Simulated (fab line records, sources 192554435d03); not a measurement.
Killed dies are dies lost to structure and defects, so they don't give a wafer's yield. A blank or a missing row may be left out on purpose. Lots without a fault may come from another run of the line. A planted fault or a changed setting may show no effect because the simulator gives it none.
Split-lot experiment | flow n5_finfet | 7 lots, 21 wafers read, on a route of 1938 steps

THE SPLIT
At N5_BEOL_M15_ETCH_61 (etches BARC in N2/H2, target depth 89 nm, overetch 26.7 nm, time 67.9 s), the setting time_s was moved away from the recipe's 67.9 s on 5 of the 21 wafers read, by -17.1% to -12.0%. The other wafers ran this setting at the recipe's value.

The reading is taken at the split's own step.

THE READING
coat_of_BEOL_M15_COAT_22.thk_nm (the simulator's own value, which no gauge read), in nm, at N5_BEOL_M15_ETCH_61 (etches BARC in N2/H2, target depth 89 nm, overetch 26.7 nm, time 67.9 s). The file gives no usual value for it. The 16 wafers here that ran the recipe average 717.6 nm, standard deviation 2.7 nm.

wafer  | tool, chamber at the split | time_s as run, s | against the recipe | coat_of_BEOL_M15_COAT_22.thk_nm, nm | against lot-mates on the recipe
L074.1 | rie_diel-05, 2             | 67.9             | recipe             | 717.2                               | -
L074.4 | rie_diel-05, 3             | 59.75            | -12.0%             | 725.6                               | +8.4
L074.5 | rie_diel-05, 2             | 59.75            | -12.0%             | 725.2                               | +8.0
L076.1 | rie_diel-05, 3             | 67.9             | recipe             | 712.6                               | -
L076.2 | rie_diel-05, 1             | 67.9             | recipe             | 711.8                               | -
L076.3 | rie_diel-05, 2             | 67.9             | recipe             | 716.4                               | -
L078.2 | rie_diel-05, 2             | 67.9             | recipe             | 719.8                               | -
L078.3 | rie_diel-05, 1             | 67.9             | recipe             | 715.6                               | -
L078.6 | rie_diel-05, 2             | 67.9             | recipe             | 718.6                               | -
L077.1 | rie_diel-02, 2             | 56.31            | -17.1%             | 727.4                               | +8.6
L077.3 | rie_diel-02, 1             | 67.9             | recipe             | 719.8                               | -
L077.6 | rie_diel-02, 0             | 67.9             | recipe             | 717.8                               | -
L081.1 | rie_diel-04, 1             | 67.9             | recipe             | 717.6                               | -
L081.3 | rie_diel-04, 2             | 67.9             | recipe             | 718.2                               | -
L081.4 | rie_diel-04, 3             | 67.9             | recipe             | 718.8                               | -
L085.1 | rie_diel-02, 2             | 58.98            | -13.1%             | 732.2                               | +10.1
L085.4 | rie_diel-02, 1             | 67.9             | recipe             | 722.2                               | -
L085.5 | rie_diel-02, 2             | 67.9             | recipe             | 722                                 | -
L088.1 | rie_diel-05, 2             | 67.9             | recipe             | 717.6                               | -
L088.2 | rie_diel-05, 0             | 67.9             | recipe             | 716.2                               | -
L088.3 | rie_diel-05, 1             | 57.56            | -15.2%             | 726                                 | +9.1

THE FIT
A straight line over all 21 wafers: coat_of_BEOL_M15_COAT_22.thk_nm changes by -0.679 nm for each +1% of time_s; r = -0.83; the points scatter about the line by 2.9 nm.
The same after taking each lot's own level away (the mean of its wafers on the recipe; 21 wafers): -0.621 nm for each +1%; r = -0.95; scatter 1.3 nm.
On that fit, the largest move of time_s shifts the reading by 11 nm.
The lots' own levels span 713.60 to 722.10 nm, that is 3.1 times the standard deviation above.
So the lot-to-lot level changes the slope little: the two slopes agree.
Check: with one of the wafers moved furthest among these (-17.1%) left out of the fit, the line predicts +11.5 nm for it against its lot-mates. It came out at +8.6 nm against them.

OTHER SPLITS ON THESE WAFERS
These wafers also went through other splits before the reading. Each is held against what the fit with the lots' levels taken away leaves over:
other split on the same wafers    | wafers away from the commonest value | r with coat_of_BEOL_M15_COAT_22.thk_nm (lot level and that fit taken away)
N5_BEOL_M14_TRENCH_ETCH_34 bias_w | 6                                    | -0.07
N5_BEOL_M14_SPUTTER_43 power_w    | 8                                    | -0.21

THE FILE'S OWN FIT
coat_of_BEOL_M15_COAT_22.thk_nm changes by -0.615 nm for each +1% of time_s, r = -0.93.
